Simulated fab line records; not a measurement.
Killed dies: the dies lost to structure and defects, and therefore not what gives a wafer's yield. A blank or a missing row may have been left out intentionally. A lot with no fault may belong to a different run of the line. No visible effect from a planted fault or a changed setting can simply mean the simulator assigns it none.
A struck lot beside a sound one | flow n5 finfet | 37 out of 1938 route steps
Sound: these wafers, L210.1, L210.3, L210.6. Wafers L205.2, L205.5, L205.6 were the ones struck. The cause is given at the end.
Each step with rows lists, per side, the tool, then ch with its chambers, then its first start. Under that, the readings that differ: sound wafers | struck wafers | difference of the means | sigmas: that difference in standard deviations of wafers without a fault.
alike: a reading whose means differ by less than 2 such deviations, as well as words and numbers matching on both sides. not compared: withheld readings; readings where some wafer has no value; bounds like >300 that might hide an equal value; numbers whose values overlap and for which the record gives no deviation.
A row with sigmas, a row that says differs or no value, or rows on one side alone: a step with any of these is where the two part. Non-overlapping numbers with no deviation appear without sigmas and do not part them. A reading missing from all wafers of one side parts the sides only when that side holds two or more wafers.

first, 12 steps without rows for these wafers: N5_GATE_CUT_HM_OPEN_40 (chemistry C4F6/O2, target SiO2, target depth 139 nm, time 85.1 s); N5_GATE_CUT_STRIP_41 (strips in CF4); N5_GATE_CUT_STRIP_42 (strips in O2); N5_GATE_CUT_ETCH_19 (etches SiNx in CH3F/O2, target depth 53.7 nm, time 76.7 s); N5_GATE_CUT_CUT_ETCH_53 (etches W in SF6/Cl2, target depth 79.2 nm); N5_GATE_CUT_CUT_ETCH_54 (etches TiN in Cl2/BCl3, target depth 96.7 nm); N5_GATE_CUT_CUT_ETCH_55 (etches HfO2 in BCl3, target depth 3.2 nm); N5_GATE_CUT_ETCH_47 (etches SiO2 in Cl2/BCl3, target depth 10 nm); N5_GATE_CUT_VAPOR_ETCH_48 (etches TiN in BCl3/Cl2); N5_GATE_CUT_VAPOR_ETCH_49 (etches TiAlC in BCl3/Cl2); N5_GATE_CUT_VAPOR_ETCH_51 (etches HfO2 in BCl3/Cl2); N5_GATE_CUT_STRIP_21 (strips in N2/H2, time 30 s).
N5_GATE_CUT_STRIP_29: strips in post etch residue remover, time 60 s.
  sound on wet bench-06 ch 2,5,6, day 8 02:56; struck on wet bench-02 ch 2,4,6, day 6 20:42
then, 23 steps without rows for these wafers: N5_GATE_CUT_SRD_52 (time 30 s); N5_GATE_CUT_ALD_22 (deposits SiNx, target thk 16 nm, pulse time 1 s, ald cycles 320); N5_GATE_CUT_CMP_23 (polishes, stops on SiO2, t overpolish 23.4 s, target thk 16 nm); N5_GATE_CUT_CMP_43 (polishes SiO2); N5_GATE_CUT_CMP_61 (polishes, stops on SiNx, t overpolish 3 s); N5_MOL_CONTACT_COAG_COAT_103 (time 60 s, resist thk 80 nm); N5_MOL_CONTACT_COAG_COAT_104 (time 60 s, resist thk 12 nm); N5_MOL_CONTACT_COAG_COAT_58 (time 60 s, resist thk 10 nm); N5_MOL_CONTACT_COAG_COAT_02 (resist thk 30 nm); N5_MOL_CONTACT_COAG_EBR_04; N5_MOL_CONTACT_COAG_SOFTBAKE_03 (time 60 s); N5_MOL_CONTACT_COAG_EXPOSE_05 (exposes mask CA, defocus 0 nm); N5_MOL_CONTACT_COAG_PEB_06 (peb time 60 s); N5_MOL_CONTACT_COAG_DEVELOP_07 (develop time 30 s); N5_MOL_CONTACT_COAG_DESCUM_13 (chemistry O2, time 7 s); N5_MOL_CONTACT_COAG_ETCH_59 (etches underlayer in N2/H2, target depth 13 nm, time 10.4 s); N5_MOL_CONTACT_COAG_ETCH_105 (etches SiARC in CF4, target depth 15.6 nm, time 26 s); N5_MOL_CONTACT_COAG_ETCH_106 (etches SOC in N2/H2, target depth 80 nm, overetch 16 nm, time 120 s); N5_MOL_CONTACT_COAG_STRIP_107 (strips in N2/H2); N5_MOL_CONTACT_COAG_STRIP_108 (strips in N2/H2); N5_MOL_CONTACT_COAG_CONTACT_ETCH_14 (etches SiO2 in C4F6/O2, target depth 27.5 nm, overetch 8.5 nm, time 20 s); N5_MOL_CONTACT_COAG_STRIP_109 (strips in C4F6/O2); N5_MOL_CONTACT_COAG_ETCH_15 (etches SiNx in CH3F/O2, stops on Si:P, target depth 7 nm).
-- the record jumps here: 9 days lie between the struck wafers' starts before and after (it left off in module MOL_CONTACT_COAG and takes up again in module PASSIVATION, whose first step shown is number 1936 of the route) --
N5_PASSIVATION_PROBE_49:
  the record has rows for the struck wafers here (prober-01, day 15 14:56) and none for the sound ones

== WHERE THEY PART ==
Within this record, at N5_PASSIVATION_PROBE_49 only.

WHY: what the simulator had put in
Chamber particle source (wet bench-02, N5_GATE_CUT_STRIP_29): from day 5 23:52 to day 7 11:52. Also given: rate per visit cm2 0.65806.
